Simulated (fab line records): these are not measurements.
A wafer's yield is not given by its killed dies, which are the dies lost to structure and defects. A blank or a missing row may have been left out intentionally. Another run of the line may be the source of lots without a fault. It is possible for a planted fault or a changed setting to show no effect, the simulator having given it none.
The same fault as seen by 2 desks ; flow nand-harc ; each desk has only its own numbers; what lay behind them comes last

== AT THE METROLOGY DESK ==
Lot by lot, what the gauges showed, no matter which tool ran the lot: averages of those sampled wafers that carry a number. Marked OUT: a lot whose mean sits more than 4 standard deviations from the usual mean, which makes it out of limits; the brackets give that distance.
Columns: A = thk-nm at NHARC_A_BONDPAD_THK_MEAS_20, usual 169.6 nm
lot;first seen here;A
L902;day 18 21:26;168.3
L903;day 19 04:16;169.2
L906;day 20 02:51;170.1
L905;day 20 04:10;170.8
L910;day 21 01:53;169.4
L911;day 21 02:24;171.0
L913;day 23 06:44;168.9
L916;day 23 07:20;169.2
L919;day 23 07:40;169.7
L918;day 24 04:56;168.9
L922;day 24 05:27;169.2
L924;day 24 21:08;170.1
L925;day 24 23:40;168.9
This desk found nothing out of limits on any of the 13 lots.

== AT THE TOOL OWNER'S DESK: rie-diel-08 ==
The tool's own readings at NHARC_A_CONTACT_ETCH_90 (etches the open film in CH3F/O2, target depth 40 nm, time 85.7 s): means of the sampled wafers that have a number, for each lot that ran on this tool. Marked OUT: a lot whose mean sits more than 4 standard deviations from the usual mean, which makes it out of limits; the brackets give that distance.
Columns: A = drypump-motor-current-A at NHARC_A_CONTACT_ETCH_90, usual 5.7 A; B = oes-product-au at NHARC_A_CONTACT_ETCH_90, usual 0.96 a.u.; C = rf-vpp-V at NHARC_A_CONTACT_ETCH_90, usual 244.5 V; D = showerhead-plenum-p-Torr at NHARC_A_CONTACT_ETCH_90, usual 2.46 Torr; E = throttle-valve-pct at NHARC_A_CONTACT_ETCH_90, usual 20.663 %
lot;first seen here;A;B;C;D;E
L902;day 17 05:15;5.1;1.00;245.8;2.55;20.669
L911;day 19 06:23;5.6;0.93;246.0;2.60;20.662
L910;day 19 07:13;5.6;0.92;246.0;2.60;20.669
L913;day 20 18:35;5.3;0.92;244.7;2.44;20.661
L916;day 20 19:07;5.2;0.92;244.6;2.51;20.651
This desk found nothing out of limits on any of the 5 lots.

== ALL TOGETHER ==
Metrology desk: nothing out of limits seen.
The desk of the tool owner found nothing out of limits.

== WHAT THE SIMULATOR HAD INSERTED ==
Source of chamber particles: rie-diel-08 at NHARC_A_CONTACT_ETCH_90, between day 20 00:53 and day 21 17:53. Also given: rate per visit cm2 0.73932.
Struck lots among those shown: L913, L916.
